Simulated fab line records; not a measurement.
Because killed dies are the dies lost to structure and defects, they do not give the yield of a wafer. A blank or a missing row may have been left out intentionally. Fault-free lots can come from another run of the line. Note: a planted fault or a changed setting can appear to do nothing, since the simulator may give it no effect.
Lot-split experiment :: flow n5Finfet :: 21 wafers read across 7 lots, on a route 1938 steps long

ON THE SPLIT
At N5_BEOL_M15_ILD_DEP_00 (deposits SiO2 from TEOS/O2, target thk 1629.3 nm, time 346.1 s), the setting timeS was moved away from the recipe's 346.1 s on 8 of the 21 wafers read, by -9.2% to +14.7%. All remaining wafers had this setting at the recipe value.

The file shows no step between the split and the reading.

THE READING
M15_ILD_THK at N5_BEOL_M15_THK_MEAS_01, in nm. On this fab line, fault-free wafers typically give 1629 nm with a standard deviation of 26 nm.

wafer: L085.1
tool, chamber at the split: pecvd-03, 0
timeS as run, s: 346.1
against the recipe: recipe
M15_ILD_THK, nm: 1594
against lot-mates on the recipe: -

wafer: L085.2
tool, chamber at the split: pecvd-03, 1
timeS as run, s: 361.3
against the recipe: +4.4%
M15_ILD_THK, nm: 1665
against lot-mates on the recipe: +71

wafer: L085.3
tool, chamber at the split: pecvd-03, 2
timeS as run, s: 361.3
against the recipe: +4.4%
M15_ILD_THK, nm: 1685
against lot-mates on the recipe: +91

wafer: L084.3
tool, chamber at the split: pecvd-04, 2
timeS as run, s: 396.9
against the recipe: +14.7%
M15_ILD_THK, nm: 1831
against lot-mates on the recipe: +191

wafer: L084.4
tool, chamber at the split: pecvd-04, 1
timeS as run, s: 396.9
against the recipe: +14.7%
M15_ILD_THK, nm: 1855
against lot-mates on the recipe: +215

wafer: L084.5
tool, chamber at the split: pecvd-04, 0
timeS as run, s: 346.1
against the recipe: recipe
M15_ILD_THK, nm: 1640
against lot-mates on the recipe: -

wafer: L086.3
tool, chamber at the split: pecvd-02, 2
timeS as run, s: 346.1
against the recipe: recipe
M15_ILD_THK, nm: 1601
against lot-mates on the recipe: -

wafer: L086.4
tool, chamber at the split: pecvd-02, 0
timeS as run, s: 346.1
against the recipe: recipe
M15_ILD_THK, nm: 1596
against lot-mates on the recipe: -

wafer: L086.5
tool, chamber at the split: pecvd-02, 1
timeS as run, s: 346.1
against the recipe: recipe
M15_ILD_THK, nm: 1686
against lot-mates on the recipe: -

wafer: L089.1
tool, chamber at the split: pecvd-02, 2
timeS as run, s: 346.1
against the recipe: recipe
M15_ILD_THK, nm: 1606
against lot-mates on the recipe: -

wafer: L089.5
tool, chamber at the split: pecvd-02, 2
timeS as run, s: 346.1
against the recipe: recipe
M15_ILD_THK, nm: 1628
against lot-mates on the recipe: -

wafer: L089.6
tool, chamber at the split: pecvd-02, 0
timeS as run, s: 346.1
against the recipe: recipe
M15_ILD_THK, nm: 1596
against lot-mates on the recipe: -

wafer: L090.2
tool, chamber at the split: pecvd-04, 1
timeS as run, s: 314.3
against the recipe: -9.2%
M15_ILD_THK, nm: 1446
against lot-mates on the recipe: -181

wafer: L090.4
tool, chamber at the split: pecvd-04, 0
timeS as run, s: 346.1
against the recipe: recipe
M15_ILD_THK, nm: 1627
against lot-mates on the recipe: -

wafer: L090.5
tool, chamber at the split: pecvd-04, 1
timeS as run, s: 314.3
against the recipe: -9.2%
M15_ILD_THK, nm: 1464
against lot-mates on the recipe: -163

wafer: L096.1
tool, chamber at the split: pecvd-03, 2
timeS as run, s: 346.1
against the recipe: recipe
M15_ILD_THK, nm: 1627
against lot-mates on the recipe: -

wafer: L096.2
tool, chamber at the split: pecvd-03, 1
timeS as run, s: 346.1
against the recipe: recipe
M15_ILD_THK, nm: 1649
against lot-mates on the recipe: -

wafer: L096.6
tool, chamber at the split: pecvd-03, 2
timeS as run, s: 346.1
against the recipe: recipe
M15_ILD_THK, nm: 1650
against lot-mates on the recipe: -

wafer: L097.2
tool, chamber at the split: pecvd-03, 1
timeS as run, s: 397
against the recipe: +14.7%
M15_ILD_THK, nm: 1872
against lot-mates on the recipe: +238

wafer: L097.4
tool, chamber at the split: pecvd-03, 0
timeS as run, s: 346.1
against the recipe: recipe
M15_ILD_THK, nm: 1634
against lot-mates on the recipe: -

wafer: L097.5
tool, chamber at the split: pecvd-03, 2
timeS as run, s: 397
against the recipe: +14.7%
M15_ILD_THK, nm: 1919
against lot-mates on the recipe: +285

FIT RESULTS
A straight line over all 21 wafers: M15_ILD_THK changes by +16.9 nm for each +1% of timeS; r = +0.97; the points scatter about the line by 28 nm.
The same after taking each lot's own level away (the mean of its wafers on the recipe; 21 wafers): +16.5 nm for each +1%; r = +0.98; scatter 25 nm.
The reading moves by 2.4e+02 nm for the largest change in timeS, on that fit.
Across the lots, their own levels run from 1594.0 to 1642.0 nm, a range of 1.8 times the standard deviation given above.
Consequently the slope shifts little with the lot-to-lot level, the two slopes agreeing.
Check: for one of the wafers moved furthest among these (+14.7%), held out of the fit, the line's prediction against its lot-mates is +240 nm. Against them it came out at +238 nm.

OTHER SPLITS ON THESE WAFERS
These wafers also went through other splits before the reading. Each is held against what the fit with the lots' levels taken away leaves over:
other split on the same wafers: N5_BEOL_M7_EXPOSE_08 doseMj
wafers away from the commonest value: 4
r with M15_ILD_THK (lot level and that fit taken away): +0.03

other split on the same wafers: N5_BEOL_M7_VIA_ETCH_34 timeS
wafers away from the commonest value: 5
r with M15_ILD_THK (lot level and that fit taken away): -0.14

other split on the same wafers: N5_BEOL_M7_TRENCH_ETCH_37 sourceW
wafers away from the commonest value: 5
r with M15_ILD_THK (lot level and that fit taken away): +0.10

other split on the same wafers: N5_BEOL_M11_EXPOSE_25 doseMj
wafers away from the commonest value: 5
r with M15_ILD_THK (lot level and that fit taken away): -0.30

other split on the same wafers: N5_BEOL_M12_SPUTTER_43 timeS
wafers away from the commonest value: 8
r with M15_ILD_THK (lot level and that fit taken away): +0.22

other split on the same wafers: N5_BEOL_M13_SPUTTER_43 timeS
wafers away from the commonest value: 11
r with M15_ILD_THK (lot level and that fit taken away): +0.13

other split on the same wafers: N5_BEOL_M14_DEP_53 timeS
wafers away from the commonest value: 4
r with M15_ILD_THK (lot level and that fit taken away): -0.15

THE WHOLE CHAIN: every reading that the file lists as answering this split, in the file's order
step: N5_BEOL_M15_ILD_DEP_00
what it does: deposits SiO2 from TEOS/O2, target thk 1629.3 nm, time 346.1 s
reading: SiO2_of_BEOL_M15_ILD_DEP_00.thkNm (the simulator's own value, which no gauge read)
change (the file's fit): +16.3 nm for each +1% of the setting
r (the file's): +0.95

step: N5_BEOL_M15_THK_MEAS_01
what it does: 
reading: M15_ILD_THK
change (the file's fit): +16.3 for each +1% of the setting
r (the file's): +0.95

step: N5_BEOL_M15_VIA_ETCH_16
what it does: etches SiO2 in C4F8/O2/Ar, target depth 1792.2 nm
reading: etch.depthNm (the simulator's own value, which no gauge read)
change (the file's fit): +16.3 nm for each +1% of the setting
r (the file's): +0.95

step: N5_BEOL_M15_VIA_ETCH_16
what it does: etches SiO2 in C4F8/O2/Ar, target depth 1792.2 nm
reading: coat_of_BEOL_M15_COAT_04.thkNm (the simulator's own value, which no gauge read)
change (the file's fit): -3.65 nm for each +1% of the setting
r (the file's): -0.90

THE FILE'S OWN FIT
M15_ILD_THK changes by +16.3 nm for each +1% of timeS, r = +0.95.
